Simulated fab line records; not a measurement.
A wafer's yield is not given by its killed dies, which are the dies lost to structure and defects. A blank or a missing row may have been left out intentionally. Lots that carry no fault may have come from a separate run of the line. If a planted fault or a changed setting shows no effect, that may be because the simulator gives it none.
fab line records	flow n5Finfet
[record] lots = 7	wafers = 19	lastDay = 18
route steps=1938 shown MOL_CONTACT_COAG@535 BEOL_M4@1111 PASSIVATION@1936
lots with no fault: from the same line, run without faults
startH: the number of hours between the record's first day and the start of the first shown wafer of the lot	waitH: hours elapsed since this lot's preceding step	" as in the row above	L1.1+2: several wafers, shown together as one row	- no value present, or no start provided	* or withheld: withheld	< > ~ a bound
route shown NAME@n: names a module that has steps shown in the file, with the first one's number in the route	usual: mean/standard deviation taken from wafers without a fault	same: alike in all rows	chamber/n: place in a boat	sites: the reading at each site	_std_site: standard deviation of those values	_edge_site: the outer-site mean with the inner-site mean subtracted	radiusMm: how far each site lies from the wafer's centre	mask NAME#n: copy n	behind: the most recent tool/chamber to have shaped the wafer	hold: why the lot was held/for how many hours/how that ended	device: whichever transistor did not switch (one of n, p or np)	end of line: tests of these same wafers at the route's end	where a step has no rows: the recipe by itself	killed: dies that structure and defects cost at the first sort, which is not the same as the wafer's yield	map: a wafer's dies, marking killed ones x, the rest . and places with no die _
set.NAME: the setting the step ran with; set.NAME@STEP: the setting that earlier step ran with	model.NAME: the simulator's own value behind a step, which no gauge read
lots at selected steps of the route; one table per step, one row per wafer
services: the hour from which a tool's chamber was out of use, counted from the record's first day as startH (under 0 if before that day), plus the number of hours and why
[[steps]]
[step N5_MOL_CONTACT_COAG_CONTACT_ETCH_14]
[recipe] chemistry = C4F6/O2	target = SiO2	targetDepthA = 275	overetchA = 85	maskMaterial = SOC	pressureMtorr = 30	sourceW = 370	biasW = 185	Ar_flow_sccm = 300	C4F6_flow_sccm = 16	O2_flow_sccm = 10	timeS = 20	ionEnergyEv = 259.6
[usual] drypumpMotorCurrentA = 5.5/0.44	oesProductAu = 0.68/0.075	rfVppV = 693/3.3	showerheadPlenumPTorr = 2.87/0.098	throttleValvePct = 21.25/0.27
lot.wafer	tool	chamber	startH	waitH	drypumpMotorCurrentA	oesProductAu	rfHoursCounterH	rfVppV	showerheadPlenumPTorr	throttleValvePct
L526.1	rieDiel-02	0	121.25	0.0	5.1	0.61	197	688	2.75	21.76
L526.3	"	3	"	"	5.3	0.81	7	699	3.07	21.08
L526.5	"	0	"	"	5.1	0.62	-	689	2.75	21.76
L529.1	rieDiel-04	1	136.07	0.0	6.0	0.63	179	697	2.99	21.67
L529.4	"	0	"	"	5.0	0.60	240	691	2.82	21.39
L529.6	"	2	"	"	5.1	0.60	-	691	2.83	21.33
L534.2	rieDiel-02	3	166.95	0.0	5.3	0.77	24	699	3.06	21.09
L534.4	"	0	"	"	5.1	0.61	-	689	2.75	21.78
L534.5	"	2	"	"	5.1	0.72	-	690	2.80	21.07
L535.4	rieDiel-03	1	172.31	0.0	5.3	0.71	-	690	2.80	20.92
L535.5	"	2	"	"	5.8	0.60	-	690	2.84	21.22
L537.4	rieDiel-04	3	182.66	0.0	6.1	0.81	-	691	2.82	20.83
L537.5	"	2	"	"	5.1	0.80	-	690	2.82	21.04
L543.2	rieDiel-03	1	222.34	0.0	5.3	0.69	89	692	2.79	20.96
L543.3	"	2	"	"	5.9	0.59	240	692	2.83	21.24
L543.5	"	2	"	"	5.9	0.59	-	691	2.83	21.25
L544.3	rieDiel-02	2	228.98	0.0	5.1	0.70	78	690	2.79	21.10
L544.5	"	0	"	"	5.1	0.59	-	686	2.74	21.82
L544.6	"	3	"	"	5.3	0.74	-	698	3.05	21.14
[step N5_MOL_CONTACT_COAG_STRIP_109]
[recipe] chemistry = C4F6/O2	resist = SiARC	rfFrequencyHz = 6e+07
[step N5_MOL_CONTACT_COAG_ETCH_15]
[recipe] chemistry = CH3F/O2	target = SiNx	targetDepthA = 70	maskMaterial = SOC	stopOn = Si:P	overEtchFrac = 0.75	ionEnergyEv = 120	pressureMtorr = 30	sourceW = 395	biasW = 73	Ar_flow_sccm = 150	CH3F_flow_sccm = 30	O2_flow_sccm = 20
[step N5_MOL_CONTACT_COAG_ETCH_110]
[recipe] chemistry = CF4/O2	target = Si	targetDepthA = 25	timeS = 8	pressureMtorr = 100	sourceW = 200	biasW = 12	ionEnergyEv = 60	Ar_flow_sccm = 100	cf4FlowSccm = 100	O2_flow_sccm = 10
[usual] drypumpMotorCurrentA = 5.5/0.44	oesProductAu = 0.80/0.095	rfVppV = 129.5/2.7	showerheadPlenumPTorr = 2.22/0.073	throttleValvePct = 10.7/0.3
lot.wafer	tool	chamber	startH	waitH	drypumpMotorCurrentA	oesProductAu	rfHoursCounterH	rfVppV	showerheadPlenumPTorr	throttleValvePct
L526.1	rieDiel-02	0	121.35	0.0	5.1	0.73	197	127.2	2.13	11.2
L526.3	"	3	"	"	5.3	0.97	7	129.2	2.35	10.3
L526.5	"	0	"	"	5.1	0.72	-	128.1	2.13	11.2
L529.1	rieDiel-04	1	136.17	0.0	6.0	0.74	179	132.7	2.30	11.0
L529.4	"	0	"	"	5.0	0.69	240	128.2	2.18	11.1
L529.6	"	2	"	"	5.1	0.70	-	128.0	2.18	11.0
L534.2	rieDiel-02	3	167.04	0.0	5.3	0.93	24	130.4	2.35	10.4
L534.4	"	0	"	"	5.1	0.71	-	127.5	2.12	11.3
L534.5	"	2	"	"	5.1	0.84	-	126.5	2.16	10.5
L535.4	rieDiel-03	1	172.42	0.0	5.3	0.83	-	132.0	2.17	10.5
L535.5	"	2	"	"	5.9	0.71	-	132.9	2.19	10.9
L537.4	rieDiel-04	3	182.77	0.0	6.1	0.94	-	128.0	2.17	10.2
L537.5	"	2	"	"	5.1	0.96	-	126.3	2.18	10.3
L543.2	rieDiel-03	2	222.44	0.0	5.8	0.70	240	136.1	2.18	11.0
L543.3	"	3	"	"	5.1	0.73	166	126.6	2.32	10.9
L543.5	"	1	"	"	5.3	0.81	-	131.9	2.16	10.5
L544.3	rieDiel-02	2	229.08	0.0	5.1	0.82	78	123.9	2.15	10.6
L544.5	"	0	"	"	5.1	0.70	-	126.6	2.11	11.3
L544.6	"	3	"	"	5.3	0.89	-	130.0	2.34	10.4
[step N5_MOL_CONTACT_COAG_STRIP_98]
[recipe] chemistry = N2/H2	powerW = 500	tempC = 40	pressureMtorr = 50	rfFrequencyHz = 6e+07	overashFraction = 0.3	biasPowerW = 8	h2Frac = 0.5	n2FlowSccm = 300	h2FlowSccm = 300
[usual] drypumpMotorCurrentA = 5.5/0.45	oesProductAu = 0.79/0.096	powerW = 500.1/1.5	rfVppV = 54.2/1.3	showerheadPlenumPTorr = 3.36/0.11	throttleValvePct = 18.9/0.42
[same] overashFraction = 0.3
lot.wafer	tool	chamber	startH	waitH	drypumpMotorCurrentA	oesProductAu	powerW	rfHoursCounterH	rfVppV	showerheadPlenumPTorr	throttleValvePct
L526.1	rieDiel-02	0	121.40	0.0	5.1	0.72	498.8	197	54.2	3.19	19.0
L526.3	"	3	"	"	5.3	0.98	503.6	7	54.9	3.56	18.3
L526.5	"	0	"	"	5.1	0.72	499.1	-	52.6	3.19	19.0
L529.1	rieDiel-04	1	136.21	0.0	6.0	0.74	497.6	179	54.8	3.47	19.4
L529.4	"	0	"	"	5.0	0.69	500.6	240	53.9	3.35	19.7
L529.6	"	2	"	"	5.1	0.71	498.6	-	53.6	3.31	19.0
L534.2	rieDiel-02	3	167.09	0.0	5.3	0.93	499.2	24	54.8	3.55	18.3
L534.4	"	0	"	"	5.1	0.71	498.6	-	54.6	3.18	19.0
L534.5	"	2	"	"	5.2	0.85	500.9	-	55.4	3.29	18.9
L535.4	rieDiel-03	1	172.46	0.0	5.3	0.83	499.1	-	53.8	3.26	18.4
L535.5	"	2	"	"	5.9	0.69	499.7	-	54.0	3.33	19.3
L537.4	rieDiel-04	3	182.81	0.0	6.2	0.93	501.9	-	53.2	3.30	18.2
L537.5	"	2	"	"	5.1	0.96	500.9	-	53.5	3.30	18.6
L543.2	rieDiel-03	2	222.49	0.0	5.9	0.69	499.5	240	54.7	3.32	19.3
L543.3	"	3	"	"	5.2	0.72	499.0	166	55.4	3.50	19.1
L543.5	"	1	"	"	5.3	0.80	498.8	-	55.0	3.25	18.4
L544.3	rieDiel-02	2	229.13	0.0	5.1	0.83	498.7	78	53.9	3.28	18.9
L544.5	"	0	"	"	5.1	0.67	500.4	-	54.6	3.17	19.1
L544.6	"	3	"	"	5.3	0.88	500.8	-	50.5	3.53	18.4
[step N5_MOL_CONTACT_COAG_CD_MEAS_99]
[recipe] targetCdNm = 17.2	polarity = opening
[usual] cdNm = 17.1/0.3
lot.wafer	tool	chamber	startH	waitH	cdNm
L526.1	cdSem-01	-	121.47	-	17.1
L526.3	"	-	"	"	16.8
L526.5	"	-	"	"	16.6
L529.1	cdSem-03	-	136.28	-	17.4
L529.4	"	-	"	"	17.4
L529.6	"	-	"	"	16.7
L534.2	cdSem-02	-	167.16	-	17.3
L534.4	"	-	"	"	17.0
L534.5	"	-	"	"	17.4
L535.4	cdSem-03	-	172.52	-	17.1
L535.5	"	-	"	"	17.5
L537.4	cdSem-01	-	182.87	-	17.4
L537.5	"	-	"	"	17.2
L543.2	cdSem-01	-	222.56	-	17.0
L543.3	"	-	"	"	17.3
L543.5	"	-	"	"	17.1
L544.3	cdSem-02	-	229.20	-	17.4
L544.5	"	-	"	"	17.2
L544.6	"	-	"	"	17.2
[step N5_MOL_CONTACT_COAG_IMPLANT_129]
[recipe] species = Ge	energyKev = 3	doseCm2 = 6e+14	tiltDeg = 0	rotationDeg = 0
[step N5_MOL_CONTACT_COAG_PRECLEAN_111]
[recipe] chemistry = NF3:NH3	afsCycles = 1	tempC = 30	timeS = 20	sublimationTempC = 180	sublimationTimeS = 60	pressureTorr = 3	rfPowerW = 30
[step N5_MOL_CONTACT_COAG_TI_SIL_19]
[recipe] material = Ti	targetThkA = 42	tempC = 200	chamberPressurePa = 5	powerW = 5000	timeS = 15
[step N5_MOL_CONTACT_COAG_ALD_20]
[recipe] material = TiN	targetThkA = 15	tempC = 400	aldPrecursorFamily = TiCl4	aldCoReactant = NH3	pulseTimeS = 1	purgeTimeS = 3	coReactantPurgeTimeS = 2	coReactantPulseTimeS = 2	aldCycles = 68	pressureTorr = 3
[usual] heaterPowerW = 850/65	precursorPulseHeightRel = 0.998/0.018
lot.wafer	tool	chamber	startH	waitH	heaterPowerW	precursorPulseHeightRel
L526.1	aldMetal-04	0	122.11	0.1	950	0.973
L526.3	"	1	"	"	859	0.987
L526.5	"	3	"	"	767	0.983
L529.1	aldMetal-04	3	137.32	0.1	754	1.019
L529.4	"	0	"	"	924	0.987
L529.6	"	3	"	"	761	0.977
L534.2	aldMetal-04	1	169.49	0.1	846	0.977
L534.4	"	3	"	"	767	1.008
L534.5	"	0	"	"	956	0.977
L535.4	aldMetal-02	0	174.40	0.1	943	0.986
L535.5	"	2	"	"	958	0.995
L537.4	aldMetal-02	3	183.60	0.1	883	0.983
L537.5	"	1	"	"	892	0.980
L543.2	aldMetal-01	3	223.18	0.1	748	1.012
L543.3	"	1	"	"	853	1.022
L543.5	"	3	"	"	746	0.965
L544.3	aldMetal-04	1	229.81	0.1	862	0.976
L544.5	"	0	"	"	946	1.002
L544.6	"	3	"	"	772	1.006
[step N5_MOL_CONTACT_COAG_SIL_ANNEAL_21]
[recipe] tempC = 550	timeS = 60	ambient = N2
[usual] lampPowerPct = 5.872/0.0054	wafer_temp_C_max = 551.9/0.48
lot.wafer	tool	chamber	startH	waitH	lampPowerPct	wafer_temp_C_max
L526.1	rtpAnneal-02	0	122.49	0.2	5.874	552.1
L526.3	"	0	"	"	5.865	551.5
L526.5	"	0	"	"	5.870	552.0
L529.1	rtpAnneal-01	0	137.70	0.2	5.872	551.2
L529.4	"	0	"	"	5.878	551.6
L529.6	"	0	"	"	5.877	551.8
L534.2	rtpAnneal-02	0	169.90	0.2	5.871	552.5
L534.4	"	0	"	"	5.881	552.7
L534.5	"	0	"	"	5.863	551.0
L535.4	rtpAnneal-01	0	174.87	0.3	5.878	551.6
L535.5	"	0	"	"	5.869	551.9
L537.4	rtpAnneal-02	0	184.33	0.6	5.878	552.1
L537.5	"	0	"	"	5.877	552.1
L543.2	rtpAnneal-02	0	223.59	0.2	5.866	552.0
L543.3	"	0	"	"	5.862	551.9
L543.5	"	0	"	"	5.875	551.9
L544.3	rtpAnneal-02	0	230.37	0.4	5.876	552.1
L544.5	"	0	"	"	5.866	552.2
L544.6	"	0	"	"	5.873	552.0
[step N5_MOL_CONTACT_COAG_PRE_CLEAN_141]
[recipe] gas = H2/He	timeS = 60	tempC = 300
[step N5_MOL_CONTACT_COAG_SPUTTER_143]
[recipe] material = Co	targetThkA = 25	tempC = 25	chamberPressurePa = 0.2
[usual] throttleValvePct = 30.5/0.94
lot.wafer	tool	chamber	startH	waitH	throttleValvePct	model.Co_of_MOL_CONTACT_COAG_SPUTTER_143.thkNm
L526.1	pvdSputter-02	-	123.27	0.0	32.0	2.4
L526.3	"	-	"	"	30.0	2.2
L526.5	"	-	"	"	30.6	2.4
L529.1	pvdSputter-02	-	138.29	0.0	30.3	2.4
L529.4	"	-	"	"	29.9	2.6
L529.6	"	-	"	"	30.1	2.4
L534.2	pvdSputter-02	-	171.06	0.0	30.8	2.4
L534.4	"	-	"	"	29.7	2.2
L534.5	"	-	"	"	32.2	3.6
L535.4	pvdSputter-02	-	176.22	0.0	30.0	2.6
L535.5	"	-	"	"	30.1	3.6
L537.4	pvdSputter-02	-	186.16	0.0	30.3	2.8
L537.5	"	-	"	"	30.6	4
L543.2	pvdSputter-01	-	225.55	0.0	31.6	2.6
L543.3	"	-	"	"	30.9	2.4
L543.5	"	-	"	"	31.5	2.6
L544.3	pvdSputter-01	-	231.81	0.0	30.9	2.4
L544.5	"	-	"	"	31.8	2.4
L544.6	"	-	"	"	31.2	2.4
[step N5_MOL_CONTACT_COAG_CO_FILL_22]
[recipe] material = Co	targetThkA = 200	tempC = 200	precursor = CCTBA/H2	pressureTorr = 30
[step N5_BEOL_M4_RC_MEAS_101]
[usual] DIBL_N = 35.8/1.5	DIBL_P = 35.9/1.8	IOFF_N = 0.152/0.025	IOFF_P = 0.21/0.031	ION_N = 672/11	ION_P = 462/7.4	SS_N = 71.5/0.52	SS_P = 73.2/0.54	VT_N = 250/3	VT_P = -250/3.3
lot.wafer	tool	chamber	startH	waitH	DIBL_N[mV/V]	DIBL_P[mV/V]	IOFF_N[nA/um]	IOFF_P[nA/um]	ION_N[uA/um]	ION_P[uA/um]	SS_N[mV/dec]	SS_P[mV/dec]	VT_N[mV]	VT_P[mV]
L526.1	prober-02	0	202.21	0.0	35.4	34.0	0.139	0.20	665	460	71.3	72.9	250	-247
L526.3	"	0	"	"	37.5	35.9	0.173	0.24	673	463	71.0	73.0	247	-245
L526.5	"	0	"	"	35.8	33.8	0.145	0.21	669	463	71.4	73.2	249	-247
L529.1	prober-02	0	215.61	0.0	38.0	38.8	0.173	0.22	679	455	71.7	73.2	249	-252
L529.4	"	0	"	"	36.1	36.2	0.153	0.19	671	460	71.6	72.6	249	-252
L529.6	"	0	"	"	35.3	34.8	0.124	0.16	658	453	71.0	72.3	256	-256
L534.2	prober-02	0	244.38	0.2	37.2	36.9	0.168	0.23	680	467	71.7	73.2	248	-247
L534.4	"	0	"	"	34.6	34.5	0.126	0.19	661	463	71.7	72.6	255	-253
L534.5	"	0	"	"	33.3	31.8	0.108	0.16	658	456	70.8	72.7	254	-254
L535.4	prober-01	0	246.78	0.5	33.6	33.1	0.120	0.17	662	451	71.3	72.5	252	-255
L535.5	"	0	"	"	34.6	34.6	0.135	0.18	679	467	71.5	72.9	251	-254
L537.4	prober-01	0	264.18	0.5	33.9	34.5	0.137	0.21	658	459	71.7	72.7	251	-250
L537.5	"	0	"	"	36.2	36.7	0.179	0.25	665	467	72.8	73.0	247	-245
L543.2	prober-01	0	303.50	0.2	34.3	33.5	0.120	0.19	653	455	70.4	72.2	256	-250
L543.3	"	0	"	"	38.3	38.4	0.200	0.28	685	470	71.4	72.8	249	-244
L543.5	"	0	"	"	33.3	32.8	0.114	0.18	656	455	70.2	72.3	252	-251
L544.3	prober-02	0	321.31	0.3	33.7	33.5	0.125	0.17	660	456	71.3	72.7	253	-253
L544.5	"	0	"	"	36.9	36.4	0.165	0.21	670	455	72.2	72.7	251	-251
L544.6	"	0	"	"	32.6	32.1	0.106	0.16	652	455	71.2	72.3	255	-255
[step N5_PASSIVATION_PROBE_49]
[usual] defectLimitedYield = 91.7/1.7	killed_at_M0_to_M3 = 34/10	killed_at_M4_up = 13/5.1	killedAtContacts = 12/6.2	killedAtFrontEnd = 36/12	killedAtOther = 3.2/2.6	killedDies = 98/20	killedOpen = 65/13	killedShort = 32/8.4	sort_bin_5_function = 4.8/1.1	sort_bin_6_memory = 3.2/0.74	sort_bin_8_speed = 0.00/0.012	sortNPass = 1082/20	sortYieldPct = 91.7/1.7
[same] grossDies = 1180	killedAtBackSide = 0	sort_bin_4_leakage[%] = 0
lot.wafer	tool	chamber	startH	waitH	defectLimitedYield[%]	killed_at_M0_to_M3	killed_at_M4_up	killedAtContacts	killedAtFrontEnd	killedAtOther	killedDies	killedOpen	killedShort	sort_bin_5_function[%]	sort_bin_6_memory[%]	sort_bin_8_speed[%]	sortNPass	sortYieldPct[%]
L526.1	prober-01	-	308.72	0.0	91.9	31	28	9	27	0	95	65	29	4.2	3.8	0	1085	91.9
L526.3	prober-01	-	308.82	0.1	92.6	25	24	8	28	2	87	58	29	5.2	2.1	0	1093	92.6
L526.5	prober-01	-	308.92	0.2	90.9	35	22	7	42	1	107	72	34	4.8	4.1	0	1073	90.9
L534.4	prober-01	-	351.04	0.2	93.7	34	9	1	25	5	74	49	24	3.5	2.8	0	1106	93.7
L534.5	prober-01	-	351.09	0.2	92.0	35	11	12	35	1	94	55	27	4.5	2.4	0	1086	92.0
// killed by level:class
L526.1 BEOL_M4:geometricParticle:open=13 MOL_CONTACT_COAG:geometricParticle:open=8 BEOL_M3:geometricParticle:open=7 BEOL_M0_SAQP:geometricParticle:open=6 BEOL_M2:geometricParticle:open=5 STI_FIN_REVEAL:geometricParticle:open=4 ILD0:geometricParticle:open=4 BEOL_M0_SAQP:geometricParticle:short=4
L526.3 BEOL_M4:geometricParticle:open=14 BEOL_M0_SAQP:geometricParticle:short=9 MOL_CONTACT_COAG:geometricParticle:open=8 BEOL_M0_SAQP:geometricParticle:open=8 STI_FIN_REVEAL:geometricParticle:open=7 DUMMY_GATE:geometricParticle:open=5 GATE_CUT:geometricParticle:short=3 BEOL_M2:geometricParticle:open=3
L526.5 BEOL_M3:geometricParticle:open=10 BEOL_M4:geometricParticle:open=10 FIN_SAQP:geometricParticle:open=9 BEOL_M0_SAQP:geometricParticle:short=7 MOL_CONTACT_COAG:geometricParticle:open=6 FIN_SAQP:geometricParticle:short=5 STI_FIN_REVEAL:geometricParticle:open=5 DUMMY_GATE:geometricParticle:open=5
L534.4 BEOL_M2:geometricParticle:open=10 STI_FIN_REVEAL:geometricParticle:open=8 BEOL_M1:geometricParticle:open=6 BEOL_M0_SAQP:geometricParticle:short=5 BEOL_M0_SAQP:geometricParticle:open=5 BEOL_M1:geometricParticle:short=4 BEOL_M4:geometricParticle:open=4 STARTING-WAFER:geometricParticle:open=4
L534.5 MOL_CONTACT_COAG:geometricParticle:open=12 HKMG_FIN:areaEtch=11 BEOL_M0_SAQP:geometricParticle:open=7 BEOL_M3:geometricParticle:open=7 STARTING-WAFER:geometricParticle:short=6 BEOL_M2:geometricParticle:open=5 BEOL_M0:geometricParticle:open=4 BEOL_M0_SAQP:geometricParticle:short=4
[[services]]
tool	chamber	startH	hours	kind
pvdSputter-01	-	98.12	1.5	repair
aldMetal-04	-	116.38	0.4	repair
rieDiel-03	1	129.58	13.2	repair
rieDiel-04	2	139.87	-	clean
rieDiel-04	2	139.87	-	consumableReplace:focusRing
rieDiel-04	2	139.87	23.9	scheduledDown
rieDiel-04	2	139.87	23.9	ventCycle
rieDiel-04	3	163.89	-	clean
rieDiel-04	3	163.89	-	consumableReplace:focusRing
rieDiel-04	3	163.89	13.6	scheduledDown
rieDiel-04	3	163.89	13.6	ventCycle
rieDiel-02	1	166.72	-	clean
rieDiel-02	1	166.72	-	consumableReplace:focusRing
rieDiel-02	1	166.72	15.5	scheduledDown
rieDiel-02	1	166.72	15.5	ventCycle
rieDiel-04	0	177.63	-	clean
rieDiel-04	0	177.63	-	consumableReplace:focusRing
rieDiel-04	0	177.63	29.9	scheduledDown
rieDiel-04	0	177.63	29.9	ventCycle
rieDiel-03	1	204.96	8.0	repair
rieDiel-03	0	222.41	3.9	repair
[[key]]
firstSign none at tools or gauges
[modelEffect] step = N5_MOL_CONTACT_COAG_SPUTTER_143	value = Co_of_MOL_CONTACT_COAG_SPUTTER_143.thkNm	without = 2.533	struck = 3.733
metAt N5_MOL_CONTACT_COAG_SPUTTER_143
struckWafers L534.5,L535.5,L537.5
[baselineLoss] step = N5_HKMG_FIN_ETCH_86	wafers = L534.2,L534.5
onsetBetween 138.29 171.06
[fault] kind = processParameterDrift	tool = pvdSputter-02	chamber = -	onsetH = 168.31	steps = N5_MOL_CONTACT_COAG_SPUTTER_143	channel = targetThkA	offset = *	shape = step	endH = 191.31	scope = struckWafersOnly	actsIn = *	stated = *
// baselineLoss: these wafers lose ten dies or more at that step, a loss of the line's own and not of a fault; the sort's usual values leave them out
